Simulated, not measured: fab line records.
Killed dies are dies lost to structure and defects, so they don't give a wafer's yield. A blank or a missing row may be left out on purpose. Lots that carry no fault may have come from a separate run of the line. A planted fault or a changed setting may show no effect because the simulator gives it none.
fab line records + flow n5_finfet + part 2 of 2: steps 24 to 29 of 29
record
- lots=5
- wafers=15
- last_day=16
route steps=1938 shown BEOL_M14@1763 BEOL_M15@1773
lots that met no fault: taken from a fault-free run of the same line
start_h: start of the lot's first displayed wafer, in hours after the record's first day + wait_h: how many hours have passed since the lot's step before this one + " as in the row above + L1.1+2: one row covering several wafers at once + - value missing, or start not given + * or withheld: withheld + < > ~ a bound
route shown NAME@n: a module of which the file shows steps, and the number in the route of the first + usual: average and standard deviation across the fault-free wafers + same: alike in all rows + chamber/n: place in a boat + sites: per-site readings + _std_site: the standard deviation of these + _edge_site: the outer-site mean with the inner-site mean subtracted + radius_mm: for every site, how far away it sits from the centre of the wafer + mask NAME#n: copy n + behind: the most recent tool/chamber to have shaped the wafer + hold: the reason the lot was held/the length of the hold in hours/how it ended + device: the n, p or np transistor that did not switch + end of line: the route-end tests of the same wafers + a step with no rows: only its recipe + killed: not the wafer's yield, but the dies lost to structure and defects at the first sort + map: the dies of a wafer, with x for killed, . for not killed, _ for no die there
set.NAME: the setting the step ran with; set.NAME@STEP: the setting that earlier step ran with + model.NAME: the simulator's own value behind a step, which no gauge read
lots at some steps of the route; a table a step, a row a wafer
services: from which hour (start_h, from the record's first day; less than 0 if before it) a tool's chamber was out of use, for how many hours, and why
## steps
# step N5_BEOL_M15_DESCUM_15
# recipe
- chemistry=O2
- time_s=7.9
- source_power_w=50
- bias_power_w=20
- pressure_mtorr=20
- rf_frequency_hz=2.712e+07
- temp_c=40
- o2_flow_sccm=225
# usual
- bias_power_w=19.99/0.057
- drypump_motor_current_A=5.9/0.42
- oes_product_au=0.80/0.077
- rf_fwd_power_W=49.34/0.22
- rf_vpp_V=243.5/1.5
- showerhead_plenum_p_Torr=2.11/0.078
- throttle_valve_pct=20.38/0.2
| lot.wafer | tool        | chamber | start_h | wait_h | bias_power_w | drypump_motor_current_A | oes_product_au | rf_fwd_power_W | rf_hours_counter_h | rf_vpp_V | showerhead_plenum_p_Torr | throttle_valve_pct |
|-----------|-------------|---------|---------|--------|--------------|-------------------------|----------------|----------------|--------------------|----------|--------------------------|--------------------|
| L075.1    | rie_diel-06 | 0       | 254.77  | 0.0    | 20.04        | 6.0                     | 0.98           | 49.66          | 3                  | 241.8    | 2.06                     | 20.26              |
| L075.4    | "           | 1       | "       | "      | 19.99        | 6.2                     | 0.89           | 49.03          | 37                 | 242.6    | 2.13                     | 20.12              |
| L075.6    | "           | 3       | "       | "      | 19.98        | 5.9                     | 0.81           | 49.27          | -                  | 244.6    | 2.20                     | 20.21              |
| L083.1    | rie_diel-03 | 1       | 292.70  | 0.0    | 20.01        | 5.9                     | 0.72           | 49.19          | 201                | 245.0    | 2.17                     | 20.69              |
| L083.4    | "           | 3       | "       | "      | 20.02        | 5.3                     | 0.90           | 49.30          | 27                 | 241.8    | 2.04                     | 20.42              |
| L083.5    | "           | 3       | "       | "      | 19.95        | 5.4                     | 0.90           | 49.36          | -                  | 242.5    | 2.04                     | 20.42              |
| L090.1    | rie_diel-02 | 3       | 332.23  | 0.1    | 19.99        | 5.6                     | 0.86           | 49.86          | 59                 | 244.8    | 2.22                     | 20.37              |
| L090.4    | "           | 2       | "       | "      | 19.96        | 6.2                     | 0.71           | 49.16          | 235                | 240.9    | 1.97                     | 20.80              |
| L090.6    | "           | 0       | "       | "      | 19.99        | 6.0                     | 0.78           | 49.67          | -                  | 244.9    | 2.19                     | 20.17              |
| L094.2    | rie_diel-06 | 0       | 358.17  | 0.0    | 19.99        | 5.9                     | 0.90           | 49.63          | 36                 | 242.4    | 2.05                     | 20.29              |
| L094.3    | "           | 1       | "       | "      | 19.98        | 6.1                     | 0.83           | 49.22          | 72                 | 243.2    | 2.12                     | 20.18              |
| L094.4    | "           | 3       | "       | "      | 20.01        | 5.9                     | 0.77           | 49.28          | 139                | 243.6    | 2.19                     | 20.26              |
| L096.3    | rie_diel-03 | 2       | 371.87  | 0.0    | 20.00        | 5.3                     | 0.71           | 49.16          | 199                | 242.2    | 1.99                     | 20.59              |
| L096.4    | "           | 3       | "       | "      | 19.94        | 5.3                     | 0.85           | 49.20          | 48                 | 242.1    | 2.04                     | 20.44              |
| L096.5    | "           | 2       | "       | "      | 19.95        | 5.3                     | 0.71           | 49.38          | -                  | 241.4    | 1.99                     | 20.63              |
# step N5_BEOL_M15_ETCH_59
# recipe
- chemistry=N2/H2
- target=BARC
- target_depth_a=890
- overetch_a=267
- time_s=67.9
- ion_energy_ev=200
- pressure_mtorr=30
- source_w=840
- bias_w=150
- n2_flow_sccm=200
- h2_flow_sccm=200
# usual
- drypump_motor_current_A=5.9/0.42
- oes_product_au=0.69/0.06
- rf_fwd_power_W=833/3.4
- rf_vpp_V=524.5/2.6
- showerhead_plenum_p_Torr=2.56/0.092
- throttle_valve_pct=17.84/0.25
| lot.wafer | tool        | chamber | start_h | wait_h | drypump_motor_current_A | oes_product_au | rf_fwd_power_W | rf_hours_counter_h | rf_vpp_V | showerhead_plenum_p_Torr | throttle_valve_pct |
|-----------|-------------|---------|---------|--------|-------------------------|----------------|----------------|--------------------|----------|--------------------------|--------------------|
| L075.1    | rie_diel-06 | 0       | 254.81  | 0.0    | 6.0                     | 0.83           | 836            | 3                  | 524.5    | 2.50                     | 17.65              |
| L075.4    | "           | 1       | "       | "      | 6.1                     | 0.75           | 830            | 37                 | 525.6    | 2.58                     | 17.51              |
| L075.6    | "           | 3       | "       | "      | 5.9                     | 0.70           | 833            | -                  | 528.1    | 2.67                     | 17.72              |
| L083.1    | rie_diel-03 | 1       | 292.73  | 0.0    | 6.0                     | 0.61           | 834            | 201                | 525.5    | 2.64                     | 18.30              |
| L083.4    | "           | 3       | "       | "      | 5.3                     | 0.76           | 829            | 27                 | 523.0    | 2.49                     | 17.82              |
| L083.5    | "           | 3       | "       | "      | 5.4                     | 0.75           | 834            | -                  | 522.4    | 2.49                     | 17.83              |
| L090.1    | rie_diel-02 | 3       | 332.27  | 0.0    | 5.6                     | 0.73           | 830            | 59                 | 527.4    | 2.69                     | 17.72              |
| L090.4    | "           | 2       | "       | "      | 6.2                     | 0.61           | 832            | 235                | 520.8    | 2.40                     | 18.32              |
| L090.6    | "           | 0       | "       | "      | 6.0                     | 0.67           | 837            | -                  | 526.6    | 2.66                     | 17.60              |
| L094.2    | rie_diel-06 | 0       | 358.20  | 0.0    | 6.0                     | 0.75           | 837            | 36                 | 523.0    | 2.48                     | 17.72              |
| L094.3    | "           | 1       | "       | "      | 6.1                     | 0.71           | 837            | 72                 | 526.3    | 2.56                     | 17.58              |
| L094.4    | "           | 3       | "       | "      | 5.9                     | 0.66           | 833            | 139                | 526.3    | 2.66                     | 17.81              |
| L096.3    | rie_diel-03 | 2       | 371.91  | 0.0    | 5.3                     | 0.62           | 835            | 199                | 519.4    | 2.43                     | 18.20              |
| L096.4    | "           | 3       | "       | "      | 5.4                     | 0.72           | 831            | 48                 | 522.0    | 2.48                     | 17.86              |
| L096.5    | "           | 2       | "       | "      | 5.3                     | 0.61           | 830            | -                  | 519.8    | 2.43                     | 18.21              |
# step N5_BEOL_M15_VIA_ETCH_16
# recipe
- chemistry=C4F8/O2/Ar
- target=SiO2
- he_inner_torr=15
- he_outer_torr=30
- target_depth_a=17922
- time_s=withheld
- ion_energy_ev=800
- pressure_mtorr=20
- source_w=1905
- bias_w=2040
- Ar_flow_sccm=400
- C4F8_flow_sccm=16
- O2_flow_sccm=12
- ends=cleared
# usual
- drypump_motor_current_A=5.9/0.42
- oes_product_au=0.73/0.069
- rf_fwd_power_W=1902/5.8
- rf_vpp_V=2229/23
- showerhead_plenum_p_Torr=3.47/0.12
- throttle_valve_pct=30.86/0.22
| lot.wafer | tool        | chamber | start_h | wait_h | drypump_motor_current_A | oes_product_au | rf_fwd_power_W | rf_vpp_V | showerhead_plenum_p_Torr | throttle_valve_pct |
|-----------|-------------|---------|---------|--------|-------------------------|----------------|----------------|----------|--------------------------|--------------------|
| L075.1    | rie_diel-06 | 0       | 254.86  | 0.0    | 6.0                     | 0.90           | 1903           | 2191     | 3.39                     | 30.79              |
| L075.4    | "           | 1       | "       | "      | 6.2                     | 0.80           | 1908           | 2204     | 3.51                     | 30.70              |
| L075.6    | "           | 3       | "       | "      | 5.8                     | 0.73           | 1903           | 2199     | 3.59                     | 30.63              |
| L083.1    | rie_diel-03 | 1       | 292.78  | 0.0    | 6.0                     | 0.64           | 1900           | 2223     | 3.55                     | 31.15              |
| L083.4    | "           | 3       | "       | "      | 5.3                     | 0.80           | 1906           | 2255     | 3.38                     | 31.03              |
| L083.5    | "           | 3       | "       | "      | 5.4                     | 0.80           | 1908           | 2256     | 3.38                     | 31.02              |
| L090.1    | rie_diel-02 | 3       | 332.32  | 0.0    | 5.6                     | 0.78           | 1893           | 2238     | 3.64                     | 30.90              |
| L090.4    | "           | 2       | "       | "      | 6.2                     | 0.64           | 1907           | 2212     | 3.27                     | 31.30              |
| L090.6    | "           | 0       | "       | "      | 6.0                     | 0.71           | 1903           | 2240     | 3.59                     | 30.59              |
| L094.2    | rie_diel-06 | 0       | 358.25  | 0.0    | 6.0                     | 0.80           | 1910           | 2191     | 3.37                     | 30.82              |
| L094.3    | "           | 1       | "       | "      | 6.2                     | 0.75           | 1912           | 2205     | 3.49                     | 30.74              |
| L094.4    | "           | 3       | "       | "      | 5.8                     | 0.70           | 1900           | 2198     | 3.58                     | 30.67              |
| L096.3    | rie_diel-03 | 2       | 371.96  | 0.0    | 5.3                     | 0.64           | 1908           | 2213     | 3.28                     | 30.95              |
| L096.4    | "           | 3       | "       | "      | 5.3                     | 0.77           | 1907           | 2253     | 3.37                     | 31.04              |
| L096.5    | "           | 2       | "       | "      | 5.3                     | 0.64           | 1899           | 2215     | 3.28                     | 30.95              |
# step N5_BEOL_M15_STRIP_63
# recipe
- chemistry=O2
- power_w=600
- temp_c=60
- pressure_mtorr=30
- rf_frequency_hz=6e+07
- bias_power_w=0
- overash_fraction=0.3
- o2_flow_sccm=225
# usual
- drypump_motor_current_A=5.9/0.42
- oes_product_au=0.80/0.073
- rf_vpp_V=3.7/0.84
- showerhead_plenum_p_Torr=2.12/0.079
- throttle_valve_pct=16.62/0.21
# same
- bias_power_w=0
| lot.wafer | tool        | chamber | start_h | wait_h | drypump_motor_current_A | oes_product_au | rf_hours_counter_h | rf_vpp_V | showerhead_plenum_p_Torr | throttle_valve_pct |
|-----------|-------------|---------|---------|--------|-------------------------|----------------|--------------------|----------|--------------------------|--------------------|
| L075.1    | rie_diel-06 | 0       | -       | -      | 6.0                     | 0.98           | 3                  | 3.6      | 2.06                     | 16.46              |
| L075.4    | "           | 1       | "       | "      | 6.1                     | 0.89           | 37                 | 5.0      | 2.13                     | 16.35              |
| L075.6    | "           | 3       | "       | "      | 5.8                     | 0.81           | -                  | 3.9      | 2.21                     | 16.45              |
| L083.1    | rie_diel-03 | 1       | -       | -      | 5.9                     | 0.73           | 201                | 4.2      | 2.17                     | 16.97              |
| L083.4    | "           | 3       | "       | "      | 5.3                     | 0.90           | 27                 | 3.3      | 2.05                     | 16.62              |
| L083.5    | "           | 3       | "       | "      | 5.4                     | 0.89           | -                  | 3.9      | 2.05                     | 16.64              |
| L090.1    | rie_diel-02 | 3       | -       | -      | 5.6                     | 0.86           | 59                 | 4.0      | 2.23                     | 16.59              |
| L090.4    | "           | 2       | "       | "      | 6.2                     | 0.71           | 236                | 3.8      | 1.98                     | 17.09              |
| L090.6    | "           | 0       | "       | "      | 6.1                     | 0.78           | -                  | 3.8      | 2.20                     | 16.40              |
| L094.2    | rie_diel-06 | 0       | -       | -      | 5.9                     | 0.89           | 36                 | 3.3      | 2.05                     | 16.50              |
| L094.3    | "           | 1       | "       | "      | 6.1                     | 0.83           | 73                 | 3.9      | 2.12                     | 16.42              |
| L094.4    | "           | 3       | "       | "      | 5.8                     | 0.77           | 139                | 4.2      | 2.19                     | 16.50              |
| L096.3    | rie_diel-03 | 2       | -       | -      | 5.3                     | 0.72           | 200                | 4.0      | 2.00                     | 16.87              |
| L096.4    | "           | 3       | "       | "      | 5.3                     | 0.85           | 48                 | 3.5      | 2.04                     | 16.67              |
| L096.5    | "           | 2       | "       | "      | 5.3                     | 0.71           | -                  | 1.7      | 2.00                     | 16.87              |
# step N5_BEOL_M15_STRIP_64
# recipe
- chemistry=O2
- power_w=600
- temp_c=60
- pressure_mtorr=30
- rf_frequency_hz=6e+07
- bias_power_w=0
- overash_fraction=0.3
- o2_flow_sccm=225
# usual
- drypump_motor_current_A=5.9/0.42
- oes_product_au=0.80/0.072
- rf_vpp_V=3.7/0.43
- showerhead_plenum_p_Torr=2.12/0.079
- throttle_valve_pct=16.62/0.21
# same
- bias_power_w=0
| lot.wafer | tool        | chamber | start_h | wait_h | drypump_motor_current_A | oes_product_au | rf_hours_counter_h | rf_vpp_V | showerhead_plenum_p_Torr | throttle_valve_pct |
|-----------|-------------|---------|---------|--------|-------------------------|----------------|--------------------|----------|--------------------------|--------------------|
| L075.1    | rie_diel-06 | 0       | -       | -      | 6.0                     | 0.98           | 3                  | 4.1      | 2.06                     | 16.44              |
| L075.4    | "           | 1       | "       | "      | 6.1                     | 0.89           | 37                 | 3.9      | 2.14                     | 16.34              |
| L075.6    | "           | 3       | "       | "      | 5.8                     | 0.80           | -                  | 2.7      | 2.20                     | 16.43              |
| L083.1    | rie_diel-03 | 1       | -       | -      | 6.0                     | 0.71           | 201                | 3.4      | 2.17                     | 16.97              |
| L083.4    | "           | 3       | "       | "      | 5.3                     | 0.89           | 27                 | 3.1      | 2.05                     | 16.62              |
| L083.5    | "           | 3       | "       | "      | 5.3                     | 0.89           | -                  | 3.6      | 2.05                     | 16.63              |
| L090.1    | rie_diel-02 | 3       | -       | -      | 5.6                     | 0.86           | 59                 | 3.2      | 2.23                     | 16.59              |
| L090.4    | "           | 2       | "       | "      | 6.2                     | 0.71           | 236                | 3.5      | 1.98                     | 17.10              |
| L090.6    | "           | 0       | "       | "      | 6.1                     | 0.78           | -                  | 3.2      | 2.20                     | 16.43              |
| L094.2    | rie_diel-06 | 0       | -       | -      | 6.0                     | 0.90           | 36                 | 3.3      | 2.05                     | 16.50              |
| L094.3    | "           | 1       | "       | "      | 6.2                     | 0.84           | 73                 | 3.9      | 2.12                     | 16.42              |
| L094.4    | "           | 3       | "       | "      | 5.9                     | 0.77           | 139                | 3.2      | 2.19                     | 16.51              |
| L096.3    | rie_diel-03 | 2       | -       | -      | 5.3                     | 0.70           | 200                | 3.4      | 2.00                     | 16.85              |
| L096.4    | "           | 3       | "       | "      | 5.3                     | 0.85           | 48                 | 3.7      | 2.04                     | 16.67              |
| L096.5    | "           | 2       | "       | "      | 5.3                     | 0.71           | -                  | 4.1      | 2.00                     | 16.86              |
# step N5_BEOL_M15_STRIP_65
# recipe
- chemistry=post_etch_residue_remover
- time_s=60
- temp_c=25
- remover_ph=withheld
- remover_water_wt_pct=withheld
- remover_fluoride_wt_pct=withheld
| lot.wafer  | tool         | chamber | start_h | wait_h |
|------------|--------------|---------|---------|--------|
| L075.1+4+6 | wet_bench-03 | 6,7,5   | 255.21  | -      |
| L083.1+4+5 | wet_bench-03 | 3,4,2   | 293.14  | -      |
| L090.1+4+6 | wet_bench-05 | 7,3,4   | 332.67  | -      |
| L094.2+3+4 | wet_bench-03 | 6,5,4   | 358.60  | -      |
| L096.3+4+5 | wet_bench-03 | 2,3,6   | 372.31  | -      |
## services
| tool           | chamber | start_h | hours | kind   |
|----------------|---------|---------|-------|--------|
| pecvd-03       | 0       | 231.60  | 8.4   | repair |
| rie_diel-02    | 2       | 237.18  | 4.4   | repair |
| rie_diel-06    | 2       | 241.17  | 1.2   | repair |
| ecd_cu-01      | -       | 250.82  | 1.4   | repair |
| cmp-01         | -       | 250.96  | 2.1   | repair |
| pecvd-02       | -       | 256.77  | 4.3   | pm     |
| ecd_cu-02      | -       | 257.23  | 3.9   | repair |
| rie_diel-06    | 3       | 259.63  | 4.8   | repair |
| cmp-04         | -       | 260.31  | 1.5   | repair |
| pecvd-01       | 0       | 267.79  | 6.9   | repair |
| pecvd-02       | 0       | 272.77  | 6.2   | repair |
| wet_bench-05   | -       | 275.20  | 2.8   | repair |
| krf_scanner-01 | -       | 284.24  | 0.8   | pm     |
| rie_diel-06    | -       | 298.79  | 0.8   | repair |
| ecd_cu-01      | -       | 303.38  | 4.1   | pm     |
| rie_diel-03    | -       | 323.93  | 14.6  | pm     |
| rie_diel-06    | 2       | 325.16  | 13.6  | repair |
| cmp-02         | -       | 326.03  | 4.7   | repair |
| pecvd-03       | -       | 329.01  | 2.8   | pm     |
| cmp-02         | -       | 333.06  | 0.6   | repair |
| pvd_sputter-03 | -       | 335.59  | 1.7   | repair |
| krf_scanner-01 | -       | 340.58  | 1.0   | pm     |
| rie_diel-02    | -       | 343.94  | 2.8   | pm     |
| rie_diel-02    | 0       | 369.71  | 4.9   | repair |
